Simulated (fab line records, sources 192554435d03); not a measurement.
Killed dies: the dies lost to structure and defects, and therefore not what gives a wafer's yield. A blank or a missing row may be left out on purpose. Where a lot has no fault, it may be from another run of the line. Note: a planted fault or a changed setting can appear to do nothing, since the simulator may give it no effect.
Chamber matching :: flow n5Finfet :: 4 sister chambers for N5_BEOL_M2_ETCH_74 on rieDiel-02
The step etches underlayer in N2/H2, target depth 6.5 nm, time 5.2 s. 27 wafers are shown with their chamber, then 12 later ones without.

WAFERS WITH THEIR CHAMBER
wafer: L076.1
chamber: 0
showerheadPlenumPTorr (Torr): 2.52
drypumpMotorCurrentA (A): 5.3
throttleValvePct (%): 17.71

wafer: L076.2
chamber: 1
showerheadPlenumPTorr (Torr): 2.45
drypumpMotorCurrentA (A): 5.7
throttleValvePct (%): 17.75

wafer: L076.5
chamber: 2
showerheadPlenumPTorr (Torr): 2.41
drypumpMotorCurrentA (A): 5.9
throttleValvePct (%): 18.21

wafer: L077.1
chamber: 3
showerheadPlenumPTorr (Torr): 2.63
drypumpMotorCurrentA (A): 5.7
throttleValvePct (%): 17.88

wafer: L077.3
chamber: 1
showerheadPlenumPTorr (Torr): 2.45
drypumpMotorCurrentA (A): 5.7
throttleValvePct (%): 17.74

wafer: L077.5
chamber: 0
showerheadPlenumPTorr (Torr): 2.52
drypumpMotorCurrentA (A): 5.3
throttleValvePct (%): 17.69

wafer: L079.1
chamber: 0
showerheadPlenumPTorr (Torr): 2.52
drypumpMotorCurrentA (A): 5.3
throttleValvePct (%): 17.71

wafer: L079.2
chamber: 1
showerheadPlenumPTorr (Torr): 2.45
drypumpMotorCurrentA (A): 5.7
throttleValvePct (%): 17.76

wafer: L079.6
chamber: 3
showerheadPlenumPTorr (Torr): 2.63
drypumpMotorCurrentA (A): 5.7
throttleValvePct (%): 17.89

wafer: L083.1
chamber: 3
showerheadPlenumPTorr (Torr): 2.63
drypumpMotorCurrentA (A): 5.7
throttleValvePct (%): 17.92

wafer: L083.5
chamber: 2
showerheadPlenumPTorr (Torr): 2.41
drypumpMotorCurrentA (A): 5.9
throttleValvePct (%): 18.23

wafer: L083.6
chamber: 3
showerheadPlenumPTorr (Torr): 2.63
drypumpMotorCurrentA (A): 5.7
throttleValvePct (%): 17.93

wafer: L085.1
chamber: 1
showerheadPlenumPTorr (Torr): 2.45
drypumpMotorCurrentA (A): 5.7
throttleValvePct (%): 17.78

wafer: L085.2
chamber: 2
showerheadPlenumPTorr (Torr): 2.41
drypumpMotorCurrentA (A): 5.9
throttleValvePct (%): 18.22

wafer: L085.6
chamber: 2
showerheadPlenumPTorr (Torr): 2.41
drypumpMotorCurrentA (A): 5.9
throttleValvePct (%): 18.22

wafer: L087.3
chamber: 1
showerheadPlenumPTorr (Torr): 2.44
drypumpMotorCurrentA (A): 5.6
throttleValvePct (%): 17.81

wafer: L087.5
chamber: 2
showerheadPlenumPTorr (Torr): 2.40
drypumpMotorCurrentA (A): 5.9
throttleValvePct (%): 18.25

wafer: L087.6
chamber: 0
showerheadPlenumPTorr (Torr): 2.51
drypumpMotorCurrentA (A): 5.3
throttleValvePct (%): 17.76

wafer: L089.1
chamber: 0
showerheadPlenumPTorr (Torr): 2.51
drypumpMotorCurrentA (A): 5.3
throttleValvePct (%): 17.76

wafer: L089.3
chamber: 2
showerheadPlenumPTorr (Torr): 2.40
drypumpMotorCurrentA (A): 5.9
throttleValvePct (%): 18.24

wafer: L089.4
chamber: 1
showerheadPlenumPTorr (Torr): 2.44
drypumpMotorCurrentA (A): 5.6
throttleValvePct (%): 17.79

wafer: L090.2
chamber: 0
showerheadPlenumPTorr (Torr): 2.51
drypumpMotorCurrentA (A): 5.3
throttleValvePct (%): 17.74

wafer: L090.3
chamber: 1
showerheadPlenumPTorr (Torr): 2.44
drypumpMotorCurrentA (A): 5.7
throttleValvePct (%): 17.81

wafer: L090.4
chamber: 0
showerheadPlenumPTorr (Torr): 2.51
drypumpMotorCurrentA (A): 5.3
throttleValvePct (%): 17.74

wafer: L088.1
chamber: 2
showerheadPlenumPTorr (Torr): 2.40
drypumpMotorCurrentA (A): 5.9
throttleValvePct (%): 18.25

wafer: L088.2
chamber: 1
showerheadPlenumPTorr (Torr): 2.44
drypumpMotorCurrentA (A): 5.7
throttleValvePct (%): 17.78

wafer: L088.5
chamber: 2
showerheadPlenumPTorr (Torr): 2.40
drypumpMotorCurrentA (A): 5.9
throttleValvePct (%): 18.24

SIGNATURES (averages over the wafers above)
reading: showerheadPlenumPTorr
chamber 0: 2.5143
chamber 1: 2.4450
chamber 2: 2.4050
chamber 3: 2.6300
scatter within a chamber: 0.00498

reading: drypumpMotorCurrentA
chamber 0: 5.300
chamber 1: 5.675
chamber 2: 5.900
chamber 3: 5.700
scatter within a chamber: 0.0255

reading: throttleValvePct
chamber 0: 17.7300
chamber 1: 17.7775
chamber 2: 18.2325
chamber 3: 17.9050
scatter within a chamber: 0.0232
Rule: for a wafer and a chamber, the distance is found by dividing, reading by reading, the gap between the wafer's reading and the chamber's mean by the reading's scatter, squaring, summing and taking the root. If the next closest chamber is less than 2 further off than the closest, the wafer can't be placed; otherwise it belongs to the closest. The scatter: the root of (the sum of the squares of (reading less its chamber's mean) over the shown wafers, divided by (wafers less chambers)).

WAFERS WITHOUT THEIR CHAMBER
wafer: L092.2
showerheadPlenumPTorr (Torr): 2.44
drypumpMotorCurrentA (A): 5.7
throttleValvePct (%): 17.80

wafer: L092.5
showerheadPlenumPTorr (Torr): 2.51
drypumpMotorCurrentA (A): 5.3
throttleValvePct (%): 17.74

wafer: L092.6
showerheadPlenumPTorr (Torr): 2.40
drypumpMotorCurrentA (A): 5.9
throttleValvePct (%): 18.27

wafer: L094.1
showerheadPlenumPTorr (Torr): 2.62
drypumpMotorCurrentA (A): 5.7
throttleValvePct (%): 17.50

wafer: L094.5
showerheadPlenumPTorr (Torr): 2.51
drypumpMotorCurrentA (A): 5.3
throttleValvePct (%): 17.74

wafer: L094.6
showerheadPlenumPTorr (Torr): 2.62
drypumpMotorCurrentA (A): 5.6
throttleValvePct (%): 17.45

wafer: L095.2
showerheadPlenumPTorr (Torr): 2.43
drypumpMotorCurrentA (A): 5.7
throttleValvePct (%): 17.83

wafer: L095.3
showerheadPlenumPTorr (Torr): 2.62
drypumpMotorCurrentA (A): 5.6
throttleValvePct (%): 17.49

wafer: L095.5
showerheadPlenumPTorr (Torr): 2.50
drypumpMotorCurrentA (A): 5.3
throttleValvePct (%): 17.75

wafer: L097.1
showerheadPlenumPTorr (Torr): 2.62
drypumpMotorCurrentA (A): 5.7
throttleValvePct (%): 17.52

wafer: L097.2
showerheadPlenumPTorr (Torr): 2.50
drypumpMotorCurrentA (A): 5.3
throttleValvePct (%): 17.77

wafer: L097.3
showerheadPlenumPTorr (Torr): 2.43
drypumpMotorCurrentA (A): 5.7
throttleValvePct (%): 17.82

CHAMBER TAKEN BY EACH
wafer: L092.2
from the rows above: 1
in truth: 1

wafer: L092.5
from the rows above: 0
in truth: 0

wafer: L092.6
from the rows above: 2
in truth: 2

wafer: L094.1
from the rows above: 3
in truth: 3

wafer: L094.5
from the rows above: 0
in truth: 0

wafer: L094.6
from the rows above: 3
in truth: 3

wafer: L095.2
from the rows above: 1
in truth: 1

wafer: L095.3
from the rows above: 3
in truth: 3

wafer: L095.5
from the rows above: 0
in truth: 0

wafer: L097.1
from the rows above: 3
in truth: 3

wafer: L097.2
from the rows above: 0
in truth: 0

wafer: L097.3
from the rows above: 1
in truth: 1
Correctly placed: 12 of 12. Can't be placed from these rows: 0. 0 placed wrongly.
